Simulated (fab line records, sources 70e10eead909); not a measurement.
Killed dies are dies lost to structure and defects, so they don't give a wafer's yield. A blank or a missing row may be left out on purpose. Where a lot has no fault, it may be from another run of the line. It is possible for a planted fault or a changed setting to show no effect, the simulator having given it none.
A single fault, viewed from 2 desks	flow nand_harc	every desk sees just its own numbers, and what lay behind them comes last

FROM THE METROLOGY DESK
Means of the sampled wafers that have a number, per lot and without regard to the tool the lot ran on: this is what the gauges read. Marked OUT: a lot whose mean sits more than 4 standard deviations from the usual mean, which makes it out of limits; the brackets give that distance.
Columns: A = thk_nm at NHARC_A_CHANNEL_FILL_D2_THK_MEAS_06, usual 5.2 nm
lot	first seen here	A
L232	day 15 02:12	5.4
L234	day 15 22:15	4.4
L235	day 16 13:25	5.3
L236	day 17 11:05	5.0
L238	day 17 11:05	3.9
L240	day 18 15:47	4.6
L241	day 19 12:28	5.9
L242	day 19 19:43	5.1
L244	day 19 19:43	5.6
L253	day 24 02:21	5.5
L254	day 24 02:21	5.5
Result from this desk: across the 11 lots, nothing is out of limits.

AT THE TOOL OWNER'S DESK: lpcvd_poly-03
The tool's own readings at NHARC_A_CHANNEL_FILL_D2_CVD_09 (deposits poly-Si, target thk 150 nm, time 3000 s): means of the sampled wafers that have a number, for each lot that ran on this tool. Marked OUT: a lot whose mean sits more than 4 standard deviations from the usual mean, which makes it out of limits; the brackets give that distance. Of its 9 readings 7 are shown: the one that was out of limits first, and those that lie furthest out on some lot.
Columns: A = spike_tc_bottom_C at NHARC_A_CHANNEL_FILL_D2_CVD_09, usual 639.3 C; B = spike_tc_centre_C at NHARC_A_CHANNEL_FILL_D2_CVD_09, usual 620.8 C; C = spike_tc_lower_C at NHARC_A_CHANNEL_FILL_D2_CVD_09, usual 619.5 C; D = spike_tc_top_C at NHARC_A_CHANNEL_FILL_D2_CVD_09, usual 640 C; E = spike_tc_upper_C at NHARC_A_CHANNEL_FILL_D2_CVD_09, usual 620.7 C; F = tube_center_temp_C at NHARC_A_CHANNEL_FILL_D2_CVD_09, usual 620.01 C; G = zone_power_bottom_pct at NHARC_A_CHANNEL_FILL_D2_CVD_09, usual 13.1 %
lot	first seen here	A	B	C	D	E	F	G
L232	day 15 10:23	640.2	621.1	618.4	638	622.4	620.00	13.0
L240	day 18 23:59	641.6	621.5	618.7	639	621.7	620.03	12.9
L242	day 20 03:56	640.9	622.2	618.3	639	622.8	620.04	13.0
L244	day 20 03:56	640.2	620.8	618.8	638	622.3	620.05	13.0
L253	day 24 12:04	589.9 (-29) OUT	569.7 (-46) OUT	565.9 (-34) OUT	589 (-16) OUT	568.1 (-35) OUT	568.69 (-99 or more) OUT	11.0 (-5.2) OUT
L254	day 24 12:04	591.1 (-28) OUT	571.3 (-45) OUT	566.9 (-33) OUT	589 (-16) OUT	571.4 (-33) OUT	568.69 (-99 or more) OUT	11.0 (-5.0) OUT
This desk's finding: out of limits on L253, L254; first on L253, day 24 12:04 (spike_tc_bottom_C at NHARC_A_CHANNEL_FILL_D2_CVD_09). L232, L240, L242, L244: within limits.

ALL TOGETHER
On L253, L254, at day 24 12:04, an alarm was possible from the tool owner's desk.
At the metrology desk, nothing out of limits was observed.
The metrology desk has L253, L254 on record, within its limits.
All the named lots went through NHARC_A_CHANNEL_FILL_D2_CVD_09 on lpcvd_poly-03.

WHAT THE SIMULATOR HAD PUT IN
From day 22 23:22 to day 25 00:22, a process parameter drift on lpcvd_poly-03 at NHARC_A_CHANNEL_FILL_D2_CVD_09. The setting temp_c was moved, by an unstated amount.
Struck lots among those shown: L253, L254.
Each desk's first reading out of limits, in hours after the fault started: the tool owner's desk, 37.
